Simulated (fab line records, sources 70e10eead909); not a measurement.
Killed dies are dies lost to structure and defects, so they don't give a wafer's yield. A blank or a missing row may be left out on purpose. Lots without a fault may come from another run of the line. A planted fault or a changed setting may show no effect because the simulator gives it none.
fab line records | flow nand_harc
record lots=24 wafers=72 last_day=25
route steps=1159 shown P_GATE@156 P_CONTACT@244 P_M0@272 P_M1@299
lots that met no fault: from a run of the same line without faults
start_h: hours from the record's first day to the start of the lot's first wafer shown | wait_h: hours since the lot's step before | " the same as in the row above | L1.1+2: a row that stands for several wafers | - no value, or no start given | * or withheld: withheld | < > ~ a bound
route shown NAME@n: a module of which the file shows steps, and the number in the route of the first | usual: mean/standard deviation of fault-free wafers | same: alike in all rows | chamber/n: place in a boat | sites: the reading at each site | _std_site: their standard deviation | _edge_site: outer sites' mean less inner sites' | radius_mm: how far each site lies from the wafer's centre | mask NAME#n: copy n | behind: the tool/chamber that last shaped the wafer | hold: why the lot was held/for how many hours/how that ended | device: the transistor (n, p or np) that didn't switch | end of line: the same wafers' tests at the end of the route | a step without rows: its recipe alone | killed: dies lost to structure and defects at the first sort, not the wafer's yield | map: a wafer's dies, x killed, . not, _ none there
set.NAME: the setting as run; set.NAME@STEP: as run at that earlier step | model.NAME: the simulator's own value behind a step, which no gauge read
steps of the route over a sample of lots; a table a step, a row a wafer
services: from which hour (start_h, from the record's first day; less than 0 if before it) a tool's chamber was out of use, for how many hours, and why
## steps
# step NHARC_P_GATE_ETCHBACK_37
# recipe target_depth_a=345 time_s=17.2 chf3_flow_sccm=50 o2_flow_sccm=10 ar_flow_sccm=200 rf_w=500 bias_w=200 chemistry=CHF3/O2
# usual drypump_motor_current_A=5.8/0.43 oes_product_au=0.94/0.032 rf_vpp_V=371.3/2.3 showerhead_plenum_p_Torr=2.44/0.1 throttle_valve_pct=20.571/0.0092
# columns lot.wafer tool chamber start_h wait_h drypump_motor_current_A oes_product_au rf_hours_counter_h rf_vpp_V showerhead_plenum_p_Torr throttle_valve_pct
L074.3 rie_diel-07 2 - - 5.5 0.92 6 368.5 2.28 20.573
L074.1 " 3 " " 6.0 0.92 6 371.5 2.44 20.560
L074.6 " 3 " " 6.0 0.92 - 370.9 2.44 20.563
L075.3 rie_diel-07 2 - - 5.5 0.93 10 367.5 2.28 20.572
L075.2 " 1 " " 6.1 0.91 10 369.9 2.37 20.572
L075.5 " 2 " " 5.5 0.94 - 368.2 2.28 20.560
L077.3 rie_diel-09 3 - - 5.1 1.02 8 372.2 2.55 20.558
L077.4 " 0 " " 6.0 0.98 7 372.2 2.48 20.571
L077.6 " 0 " " 5.9 0.98 - 372.0 2.48 20.563
L076.2 rie_diel-07 1 - - 6.2 0.92 11 370.7 2.37 20.573
L076.4 " 2 " " 5.5 0.93 10 366.6 2.28 20.579
L076.6 " 1 " " 6.2 0.91 - 371.0 2.37 20.585
L078.2 rie_diel-07 2 - - 5.5 0.94 13 366.7 2.28 20.571
L078.4 " 0 " " 6.3 0.94 13 374.0 2.51 20.572
L078.5 " 2 " " 5.5 0.95 - 366.9 2.28 20.582
L079.4 rie_diel-10 3 - - 5.0 0.91 38 367.0 2.24 20.584
L079.3 " 0 " " 6.1 0.92 38 371.3 2.40 20.573
L079.2 " 1 " " 5.8 0.92 42 371.2 2.45 20.567
L080.2 rie_diel-07 2 - - 5.5 0.93 15 368.3 2.28 20.551
L080.3 " 3 " " 6.0 0.93 15 369.8 2.43 20.574
L080.5 " 3 " " 6.0 0.92 - 370.5 2.43 20.565
L081.1 rie_diel-07 0 - - 6.3 0.91 15 373.2 2.51 20.577
L081.3 " 1 " " 6.2 0.93 15 370.1 2.37 20.563
L081.5 " 1 " " 6.2 0.93 - 369.6 2.37 20.566
L082.1 rie_diel-10 1 - - 5.8 0.93 51 372.0 2.45 20.583
L082.3 " 2 " " 6.6 0.91 50 368.3 2.24 20.567
L082.5 " 1 " " 5.8 0.92 - 373.2 2.45 20.585
L084.4 rie_diel-10 2 - - 6.6 1.00 54 366.3 2.24 20.572
L084.3 " 3 " " 5.0 0.99 52 366.7 2.23 20.573
L084.6 " 1 " " 5.8 1.00 - 370.5 2.45 20.588
L083.1 rie_diel-09 1 - - 5.7 0.92 22 371.0 2.44 20.580
L083.3 " 2 " " 5.8 0.92 24 374.0 2.59 20.567
L083.6 " 0 " " 5.9 0.92 - 371.9 2.48 20.551
L085.4 rie_diel-07 0 - - 6.3 0.90 23 371.9 2.51 20.577
L085.1 " 1 " " 6.2 0.93 23 370.2 2.37 20.586
L085.2 " 2 " " 5.5 0.92 23 369.2 2.28 20.576
L087.3 rie_diel-07 2 - - 5.5 0.93 23 366.9 2.28 20.566
L087.2 " 3 " " 6.0 0.93 24 369.9 2.43 20.569
L087.5 " 0 " " 6.3 0.90 - 372.3 2.51 20.565
L086.3 rie_diel-09 0 - - 5.9 0.93 34 371.7 2.47 20.572
L086.1 " 1 " " 5.8 0.92 31 372.2 2.44 20.573
L086.6 " 0 " " 5.9 0.92 - 371.0 2.47 20.573
L088.2 rie_diel-07 1 - - 6.2 0.93 25 369.8 2.37 20.570
L088.4 " 2 " " 5.5 0.93 25 368.7 2.28 20.559
L088.5 " 2 " " 5.5 0.93 - 367.2 2.28 20.563
L089.3 rie_diel-07 2 - - 5.5 0.93 27 368.1 2.28 20.570
L089.1 " 3 " " 6.0 0.93 27 371.3 2.43 20.569
L089.6 " 1 " " 6.2 0.93 - 369.8 2.36 20.561
L090.2 rie_diel-09 2 - - 5.7 0.93 39 374.4 2.58 20.589
L090.6 " 2 " " 5.8 0.92 - 374.4 2.58 20.567
L090.5 " 3 " " 5.1 0.95 - 373.1 2.53 20.568
L091.1 rie_diel-09 3 - - 5.1 1.02 38 373.2 2.53 20.576
L091.3 " 1 " " 5.8 1.00 39 373.0 2.43 20.587
L091.6 " 2 " " 5.8 0.99 - 375.1 2.58 20.567
L092.4 rie_diel-09 3 - - 5.1 1.02 39 373.0 2.53 20.576
L092.3 " 0 " " 5.9 1.01 41 371.7 2.47 20.553
L092.1 " 2 " " 5.7 0.99 42 373.6 2.58 20.576
L093.1 rie_diel-10 3 - - 5.0 0.91 14 372.6 2.59 20.562
L093.5 " 1 " " 5.8 0.94 - 371.1 2.44 20.564
L093.6 " 2 " " 6.6 0.93 - 376.1 2.59 20.556
L095.1 rie_diel-10 1 - - 5.8 1.01 14 372.9 2.44 20.584
L095.3 " 2 " " 6.6 1.00 14 375.1 2.59 20.578
L095.4 " 0 " " 6.1 0.99 14 371.6 2.38 20.577
L094.4 rie_diel-09 0 - - 6.0 0.92 48 372.4 2.47 20.558
L094.2 " 1 " " 5.8 0.92 45 371.7 2.43 20.563
L094.1 " 2 " " 5.8 0.92 47 375.4 2.58 20.575
L096.2 rie_diel-09 2 - - 5.8 0.93 53 373.9 2.58 20.570
L096.6 " 1 " " 5.8 0.92 - 371.2 2.43 20.583
L096.5 " 2 " " 5.8 0.92 - 373.5 2.58 20.594
L097.4 rie_diel-09 0 - - 5.9 0.92 54 370.6 2.46 20.576
L097.2 " 2 " " 5.8 0.92 55 373.5 2.57 20.581
L097.5 " 3 " " 5.1 0.96 - 372.5 2.53 20.575
# step NHARC_P_CONTACT_DEGAS_38
# recipe temp_c=300 time_s=60
# usual heater_power_w=462/37
# columns lot.wafer tool chamber start_h wait_h heater_power_w
L074.1 pvd_sputter-01 - 105.59 - 445
L074.3 " - " " 391
L074.6 " - " " 448
L075.2 pvd_sputter-03 - 119.19 - 535
L075.3 " - " " 456
L075.5 " - " " 539
L077.4 pvd_sputter-02 - 121.23 - 456
L077.3 " - " " 424
L077.6 " - " " 464
L076.2 pvd_sputter-03 - 122.08 - 540
L076.4 " - " " 520
L076.6 " - " " 518
L079.2 pvd_sputter-02 - 134.49 - 470
L079.4 " - " " 477
L079.3 " - " " 490
L078.4 pvd_sputter-03 - 135.70 - 457
L078.2 " - " " 446
L078.5 " - " " 439
L080.2 pvd_sputter-01 - 151.03 - 412
L080.3 " - " " 460
L080.5 " - " " 452
L081.3 pvd_sputter-02 - 153.48 - 484
L081.1 " - " " 482
L081.5 " - " " 466
L082.1 pvd_sputter-03 - 161.19 - 539
L082.3 " - " " 453
L082.5 " - " " 535
L084.3 pvd_sputter-02 - 171.11 - 434
L084.4 " - " " 474
L084.6 " - " " 427
L083.3 pvd_sputter-03 - 171.96 - 446
L083.1 " - " " 546
L083.6 " - " " 452
L085.1 pvd_sputter-03 - 193.89 - 445
L085.2 " - " " 460
L085.4 " - " " 521
L087.3 pvd_sputter-01 - 195.41 - 446
L087.2 " - " " 434
L087.5 " - " " 426
L086.3 pvd_sputter-03 - 195.78 - 440
L086.1 " - " " 467
L086.6 " - " " 432
L088.2 pvd_sputter-01 - 203.50 - 438
L088.4 " - " " 440
L088.5 " - " " 441
L089.3 pvd_sputter-02 - 211.02 - 431
L089.1 " - " " 471
L089.6 " - " " 427
L090.2 pvd_sputter-02 - 211.91 - 426
L090.5 " - " " 462
L090.6 " - " " 483
L091.1 pvd_sputter-01 - 215.79 - 411
L091.3 " - " " 453
L091.6 " - " " 418
L092.1 pvd_sputter-03 - 216.92 - 527
L092.4 " - " " 536
L092.3 " - " " 451
L093.1 pvd_sputter-02 - 230.71 - 470
L093.5 " - " " 474
L093.6 " - " " 442
L095.3 pvd_sputter-01 - 231.48 - 431
L095.1 " - " " 441
L095.4 " - " " 411
L094.4 pvd_sputter-01 - 231.81 - 432
L094.2 " - " " 439
L094.1 " - " " 415
L096.2 pvd_sputter-01 - 240.66 - 441
L096.5 " - " " 438
L096.6 " - " " 450
L097.4 pvd_sputter-01 - 246.51 - 418
L097.2 " - " " 449
L097.5 " - " " 445
# step NHARC_P_CONTACT_CMP_24
# recipe t_overpolish_s=30 target_thk_nm=200
# usual motor_current_A=12.1/1.4 overpolish_run_s=30.001/0.0086 time_to_endpoint_s=38/3.3
# columns lot.wafer tool chamber start_h wait_h motor_current_A overpolish_run_s time_to_endpoint_s
L074.3 cmp-02 3 106.74 0.4 9.8 29.994 39
L074.1 " 0 " " 13.1 30.001 41
L074.6 " 0 " " 12.1 30.001 42
L075.3 cmp-02 3 125.42 0.3 9.3 30.011 36
L075.2 " 0 " " 13.8 30.003 39
L075.5 " 0 " " 12.9 30.012 41
L077.4 cmp-04 1 128.83 0.3 13.4 29.999 35
L077.3 " 2 " " 12.3 30.015 35
L077.6 " 3 " " 13.6 29.997 34
L076.4 cmp-04 3 129.32 0.4 14.1 29.998 35
L076.2 " 2 " " 12.2 30.007 33
L076.6 " 3 " " 13.9 30.011 33
L079.4 cmp-01 2 139.25 0.4 10.6 30.003 34
L079.2 " 3 " " 12.9 30.013 39
L079.3 " 1 " " 9.9 29.995 43
L078.2 cmp-02 0 139.65 0.5 13.9 29.995 41
L078.4 " 1 " " 13.4 29.994 39
L078.5 " 2 " " 11.9 30.011 40
L080.3 cmp-02 1 152.20 0.3 14.0 29.994 39
L080.2 " 2 " " 11.5 29.999 42
L080.5 " 1 " " 13.1 29.998 38
L081.3 cmp-04 1 154.64 0.4 13.1 30.001 39
L081.1 " 2 " " 13.0 30.002 36
L081.5 " 0 " " 13.1 30.004 38
L082.3 cmp-01 1 165.07 0.3 10.0 29.992 46
L082.1 " 2 " " 10.8 29.992 36
L082.5 " 0 " " 11.8 29.995 38
L084.4 cmp-02 1 179.87 0.3 12.5 29.991 39
L084.3 " 0 " " 12.5 30.002 43
L084.6 " 2 " " 11.5 30.003 37
L083.3 cmp-04 1 180.38 0.3 13.4 30.006 37
L083.1 " 0 " " 12.7 29.982 33
L083.6 " 2 " " 12.9 30.010 36
L085.2 cmp-04 2 195.40 0.5 13.0 29.998 36
L085.1 " 3 " " 13.7 30.008 35
L085.4 " 0 " " 12.2 29.990 36
L087.3 cmp-04 2 200.94 0.3 12.6 30.021 34
L087.2 " 3 " " 13.4 29.987 37
L087.5 " 3 " " 13.8 30.004 38
L086.3 cmp-02 0 201.49 0.3 13.3 29.987 40
L086.1 " 1 " " 12.9 29.997 39
L086.6 " 1 " " 13.3 30.005 39
L088.2 cmp-02 0 204.64 0.5 13.1 30.001 42
L088.4 " 2 " " 11.9 30.004 39
L088.5 " 3 " " 10.3 30.004 38
L089.3 cmp-02 3 216.61 0.4 9.7 29.998 41
L089.1 " 0 " " 13.4 30.008 46
L089.6 " 3 " " 9.7 29.990 40
L090.2 cmp-01 1 217.95 0.6 9.5 29.996 39
L090.6 " 3 " " 13.3 30.017 38
L090.5 " 0 " " 11.5 30.017 33
L091.1 cmp-02 2 220.38 0.6 12.7 30.002 37
L091.3 " 3 " " 10.1 30.012 39
L091.6 " 2 " " 12.3 29.994 39
L092.3 cmp-01 0 220.59 0.4 11.7 29.994 38
L092.1 " 2 " " 10.9 29.995 35
L092.4 " 3 " " 13.7 30.001 37
L093.1 cmp-02 0 231.82 0.6 12.3 29.992 41
L093.6 " 3 " " 10.2 29.997 39
L093.5 " 0 " " 13.1 30.008 44
L095.4 cmp-01 0 232.57 0.4 11.3 29.982 36
L095.3 " 1 " " 9.6 29.996 40
L095.1 " 3 " " 12.7 29.990 37
L094.1 cmp-01 1 232.93 0.5 10.2 29.992 38
L094.4 " 2 " " 11.2 30.012 33
L094.2 " 3 " " 12.7 30.004 39
L096.2 cmp-02 2 244.30 0.5 12.0 30.003 41
L096.5 " 1 " " 13.0 30.002 43
L096.6 " 2 " " 12.3 30.023 41
L097.2 cmp-04 3 247.59 0.6 13.6 30.000 37
L097.4 " 2 " " 12.9 30.005 38
L097.5 " 0 " " 12.3 29.994 38
# step NHARC_P_M0_DEGAS_28
# recipe temp_c=250 time_s=60
# usual heater_power_w=329/26
# columns lot.wafer tool chamber start_h wait_h heater_power_w
L074.1 pvd_sputter-02 - 109.03 - 331
L074.3 " - " " 311
L074.6 " - " " 342
L075.2 pvd_sputter-01 - 127.85 - 332
L075.3 " - " " 297
L075.5 " - " " 327
L077.3 pvd_sputter-01 - 131.08 - 318
L077.4 " - " " 321
L077.6 " - " " 321
L076.2 pvd_sputter-02 - 131.76 - 334
L076.4 " - " " 308
L076.6 " - " " 346
L079.3 pvd_sputter-02 - 141.66 - 339
L079.4 " - " " 340
L079.2 " - " " 312
L078.4 pvd_sputter-03 - 142.02 - 375
L078.2 " - " " 317
L078.5 " - " " 325
L080.2 pvd_sputter-03 - 154.58 - 388
L080.3 " - " " 315
L080.5 " - " " 378
L081.3 pvd_sputter-01 - 157.06 - 330
L081.1 " - " " 308
L081.5 " - " " 321
L082.1 pvd_sputter-02 - 167.49 - 331
L082.3 " - " " 349
L082.5 " - " " 334
L084.4 pvd_sputter-01 - 182.20 - 303
L084.3 " - " " 314
L084.6 " - " " 325
L083.3 pvd_sputter-02 - 182.78 - 311
L083.1 " - " " 338
L083.6 " - " " 337
L085.4 pvd_sputter-03 - 197.80 - 379
L085.2 " - " " 318
L085.1 " - " " 386
L087.2 pvd_sputter-02 - 203.24 - 327
L087.3 " - " " 346
L087.5 " - " " 313
L086.1 pvd_sputter-03 - 203.91 - 373
L086.3 " - " " 383
L086.6 " - " " 317
L088.4 pvd_sputter-01 - 207.22 - 316
L088.2 " - " " 322
L088.5 " - " " 324
L089.1 pvd_sputter-01 - 219.02 - 315
L089.3 " - " " 323
L089.6 " - " " 319
L090.2 pvd_sputter-01 - 220.37 - 325
L090.6 " - " " 320
L090.5 " - " " 304
L091.3 pvd_sputter-01 - 222.80 - 323
L091.1 " - " " 321
L091.6 " - " " 289
L092.1 pvd_sputter-03 - 223.04 - 324
L092.4 " - " " 386
L092.3 " - " " 322
L093.1 pvd_sputter-01 - 234.30 - 310
L093.6 " - " " 297
L093.5 " - " " 321
L095.1 pvd_sputter-03 - 235.02 - 377
L095.4 " - " " 320
L095.3 " - " " 389
L094.2 pvd_sputter-01 - 235.47 - 313
L094.1 " - " " 302
L094.4 " - " " 321
L096.2 pvd_sputter-02 - 246.75 - 336
L096.5 " - " " 314
L096.6 " - " " 332
L097.4 pvd_sputter-03 - 249.93 - 384
L097.2 " - " " 312
L097.5 " - " " 379
# step NHARC_P_M0_PVD_21
# recipe target_thk_a=300 chamber_pressure_pa=5 power_w=5000 substrate_temp_c=30 time_s=20.49 material=Cu
# usual throttle_valve_pct=29.4/1.3
# columns lot.wafer tool chamber start_h wait_h throttle_valve_pct
L074.3 pvd_sputter-02 - - - 30.1
L074.1 " - " " 31.6
L074.6 " - " " 30.1
L075.3 pvd_sputter-01 - - - 29.4
L075.2 " - " " 28.7
L075.5 " - " " 29.5
L077.4 pvd_sputter-01 - - - 28.9
L077.3 " - " " 29.6
L077.6 " - " " 29.6
L076.2 pvd_sputter-02 - - - 29.6
L076.4 " - " " 31.7
L076.6 " - " " 28.1
L079.2 pvd_sputter-02 - - - 31.7
L079.3 " - " " 28.1
L079.4 " - " " 29.4
L078.2 pvd_sputter-03 - - - 31.2
L078.4 " - " " 30.4
L078.5 " - " " 31.2
L080.2 pvd_sputter-03 - - - 31.1
L080.3 " - " " 30.7
L080.5 " - " " 29.6
L081.1 pvd_sputter-01 - - - 29.5
L081.3 " - " " 29.0
L081.5 " - " " 27.1
L082.3 pvd_sputter-02 - - - 29.7
L082.1 " - " " 31.9
L082.5 " - " " 31.8
L084.4 pvd_sputter-01 - - - 27.0
L084.3 " - " " 30.3
L084.6 " - " " 29.7
L083.3 pvd_sputter-02 - - - 29.7
L083.1 " - " " 31.8
L083.6 " - " " 28.3
L085.4 pvd_sputter-03 - - - 31.4
L085.2 " - " " 30.5
L085.1 " - " " 27.5
L087.3 pvd_sputter-02 - - - 31.8
L087.2 " - " " 28.2
L087.5 " - " " 29.6
L086.3 pvd_sputter-03 - - - 31.1
L086.1 " - " " 29.5
L086.6 " - " " 31.4
L088.2 pvd_sputter-01 - - - 29.0
L088.4 " - " " 30.0
L088.5 " - " " 29.1
L089.1 pvd_sputter-01 - - - 29.7
L089.3 " - " " 30.1
L089.6 " - " " 27.2
L090.2 pvd_sputter-01 - - - 29.7
L090.6 " - " " 27.1
L090.5 " - " " 30.2
L091.3 pvd_sputter-01 - - - 30.1
L091.1 " - " " 28.9
L091.6 " - " " 26.8
L092.3 pvd_sputter-03 - - - 27.3
L092.1 " - " " 31.3
L092.4 " - " " 29.2
L093.1 pvd_sputter-01 - - - 26.9
L093.5 " - " " 29.9
L093.6 " - " " 27.2
L095.4 pvd_sputter-03 - - - 29.7
L095.1 " - " " 30.4
L095.3 " - " " 27.5
L094.4 pvd_sputter-01 - - - 30.1
L094.2 " - " " 27.0
L094.1 " - " " 30.2
L096.2 pvd_sputter-02 - - - 28.4
L096.6 " - " " 28.1
L096.5 " - " " 29.6
L097.2 pvd_sputter-03 - - - 31.2
L097.4 " - " " 29.4
L097.5 " - " " 29.3
# step NHARC_P_M1_ETCH_35
# recipe target_depth_a=400 overetch_a=120 time_s=43.94 ion_energy_ev=200 n2_flow_sccm=150 h2_flow_sccm=150 ar_flow_sccm=0 rf_w=400 bias_w=150 chemistry=N2/H2
# usual drypump_motor_current_A=5.8/0.51 oes_product_au=1.004/0.016 rf_vpp_V=430.2/2.2 showerhead_plenum_p_Torr=2.03/0.078 throttle_valve_pct=14.171/0.0083
# columns lot.wafer tool chamber start_h wait_h drypump_motor_current_A oes_product_au rf_hours_counter_h rf_vpp_V showerhead_plenum_p_Torr throttle_valve_pct
L074.1 rie_diel-12 1 112.27 0.1 6.1 1.011 1.6 435.5 2.20 14.171
L074.3 " 2 " " 5.7 1.012 1.5 427.6 1.94 14.157
L074.6 " 2 " " 5.7 1.004 - 427.5 1.94 14.157
L075.2 rie_diel-12 0 131.07 0.1 5.0 1.022 1.9 430.6 2.06 14.177
L075.3 " 2 " " 5.6 1.010 1.8 428.2 1.94 14.178
L075.5 " 1 " " 6.0 1.008 - 433.8 2.20 14.176
L077.3 rie_diel-11 2 134.15 0.1 6.5 0.992 6.0 430.4 2.01 14.149
L077.4 " 3 " " 5.8 1.013 6.3 429.6 2.02 14.174
L077.6 " 1 " " 5.5 1.013 - 429.0 1.94 14.180
L076.2 rie_diel-11 1 134.94 0.1 5.5 1.016 6.7 426.8 1.94 14.164
L076.4 " 3 " " 5.8 1.016 6.3 429.5 2.02 14.179
L076.6 " 2 " " 6.5 0.988 - 430.9 2.01 14.169
L079.4 rie_diel-12 3 144.88 0.1 5.6 1.022 2.3 433.1 2.13 14.184
L079.2 " 0 " " 5.0 1.020 2.4 430.3 2.06 14.164
L079.3 " 1 " " 6.0 1.003 2.4 436.1 2.20 14.176
L078.2 rie_diel-05 3 145.23 0.1 5.2 1.001 11.6 427.0 1.92 14.179
L078.4 " 1 " " 6.7 0.992 9.0 428.8 2.04 14.179
L078.5 " 2 " " 5.5 1.007 - 429.9 2.04 14.170
L080.2 rie_diel-12 2 157.80 0.1 5.6 1.008 2.7 429.1 1.94 14.177
L080.3 " 3 " " 5.6 1.027 2.7 433.5 2.13 14.169
L080.5 " 1 " " 6.0 1.010 - 435.0 2.20 14.174
L081.3 rie_diel-12 2 160.28 0.1 5.6 1.001 2.9 428.3 1.94 14.165
L081.1 " 3 " " 5.6 1.029 2.9 433.4 2.13 14.173
L081.5 " 1 " " 6.0 1.016 - 434.2 2.20 14.161
L082.1 rie_diel-12 1 170.70 0.1 6.1 1.007 3.0 435.4 2.20 14.165
L082.3 " 3 " " 5.6 1.030 3.1 432.3 2.13 14.163
L082.5 " 1 " " 6.1 1.010 - 433.7 2.20 14.179
L084.3 rie_diel-05 0 185.43 0.1 6.3 1.002 0.2 430.2 2.02 14.167
L084.4 " 3 " " 5.2 1.024 0.2 427.6 1.92 14.178
L084.6 " 0 " " 6.4 1.008 - 430.0 2.02 14.179
L083.1 rie_diel-11 2 186.03 0.1 6.5 0.977 9.5 429.7 2.01 14.165
L083.3 " 3 " " 5.7 1.018 9.7 429.4 2.02 14.172
L083.6 " 2 " " 6.5 0.974 - 430.6 2.01 14.164
L085.2 rie_diel-12 2 200.91 0.1 5.7 0.995 3.6 427.9 1.94 14.183
L085.4 " 3 " " 5.6 1.025 3.6 433.5 2.13 14.178
L085.1 " 1 " " 6.1 1.008 3.5 435.6 2.20 14.168
L087.2 rie_diel-05 3 206.66 0.1 5.2 1.026 2.6 427.1 1.92 14.173
L087.3 " 1 " " 6.7 0.984 1.9 430.0 2.04 14.166
L087.5 " 2 " " 5.6 1.014 - 431.2 2.03 14.153
L086.1 rie_diel-05 2 207.56 0.1 5.5 1.006 2.3 430.3 2.03 14.164
L086.3 " 3 " " 5.2 1.025 2.6 426.5 1.92 14.177
L086.6 " 2 " " 5.5 1.009 - 431.1 2.03 14.168
L088.2 rie_diel-11 0 210.35 0.1 5.5 0.989 1.0 429.5 2.01 14.165
L088.4 " 1 " " 5.4 0.990 1.0 428.4 1.94 14.175
L088.5 " 3 " " 5.7 1.011 - 431.5 2.02 14.162
L089.3 rie_diel-12 1 222.24 0.1 6.1 1.018 0.3 435.7 2.20 14.178
L089.1 " 2 " " 5.7 1.001 0.2 429.4 1.94 14.163
L089.6 " 2 " " 5.6 0.986 - 428.5 1.94 14.174
L090.2 rie_diel-11 3 223.78 0.1 5.8 1.008 1.2 429.0 2.02 14.175
L090.5 " 3 " " 5.8 1.014 - 430.0 2.02 14.187
L090.6 " 0 " " 5.5 1.004 - 429.6 2.01 14.186
L091.1 rie_diel-05 1 226.01 0.1 6.7 0.972 3.0 431.4 2.04 14.172
L091.3 " 2 " " 5.5 0.997 3.3 431.0 2.03 14.168
L091.6 " 0 " " 6.3 0.989 - 428.8 2.02 14.177
L092.4 rie_diel-11 2 226.27 0.1 6.5 0.968 1.3 430.4 2.01 14.173
L092.1 " 3 " " 5.8 1.020 1.3 428.5 2.02 14.167
L092.3 " 0 " " 5.5 1.002 1.5 430.6 2.01 14.168
L093.1 rie_diel-05 0 237.61 0.1 6.4 1.004 3.6 430.6 2.02 14.170
L093.5 " 0 " " 6.3 1.005 - 431.2 2.02 14.174
L093.6 " 1 " " 6.7 0.988 - 431.4 2.04 14.161
L095.1 rie_diel-05 0 238.28 0.1 6.4 0.999 3.6 431.3 2.02 14.185
L095.3 " 2 " " 5.5 1.017 4.0 430.3 2.03 14.186
L095.4 " 3 " " 5.2 1.007 3.9 427.0 1.92 14.181
L094.4 rie_diel-11 1 238.73 0.1 5.4 1.008 2.1 428.1 1.94 14.157
L094.1 " 2 " " 6.5 0.968 2.0 430.4 2.01 14.174
L094.2 " 3 " " 5.8 1.015 1.8 429.7 2.02 14.174
L096.2 rie_diel-05 0 249.96 0.1 6.4 1.003 4.1 429.7 2.02 14.177
L096.6 " 0 " " 6.4 1.005 - 428.9 2.02 14.165
L096.5 " 1 " " 6.7 0.980 - 431.1 2.04 14.171
L097.4 rie_diel-11 3 253.06 0.1 5.8 1.017 2.7 428.6 2.02 14.175
L097.2 " 0 " " 5.5 0.986 2.7 429.3 2.01 14.166
L097.5 " 2 " " 6.6 0.963 - 430.7 2.01 14.165
## services
# columns tool chamber start_h hours kind
rie_diel-11 1 76.69 8.8 repair
rie_diel-09 - 77.35 9.0 pm
cmp-02 - 82.15 0.4 repair
rie_diel-05 1 89.00 6.6 repair
pvd_sputter-02 - 90.23 2.6 repair
pvd_sputter-03 - 102.00 10.0 pm
cmp-04 - 105.17 4.0 pm
cmp-02 - 107.64 0.8 repair
cmp-02 - 125.65 2.3 repair
cmp-02 - 128.50 4.0 pm
rie_diel-09 1 129.76 1.8 repair
rie_diel-09 3 138.71 9.6 repair
cmp-04 - 149.22 0.7 repair
cmp-02 - 149.92 1.4 repair
pvd_sputter-01 - 158.00 10.0 pm
rie_diel-05 - 163.62 9.0 pm
rie_diel-11 - 189.50 9.0 pm
rie_diel-12 1 201.70 4.7 repair
rie_diel-12 - 202.40 9.0 pm
pvd_sputter-01 - 210.12 1.1 repair
pvd_sputter-02 - 214.00 10.0 pm
cmp-02 - 220.94 1.1 repair
cmp-02 - 226.50 4.0 pm
rie_diel-07 - 228.20 9.0 pm
## key
fault none
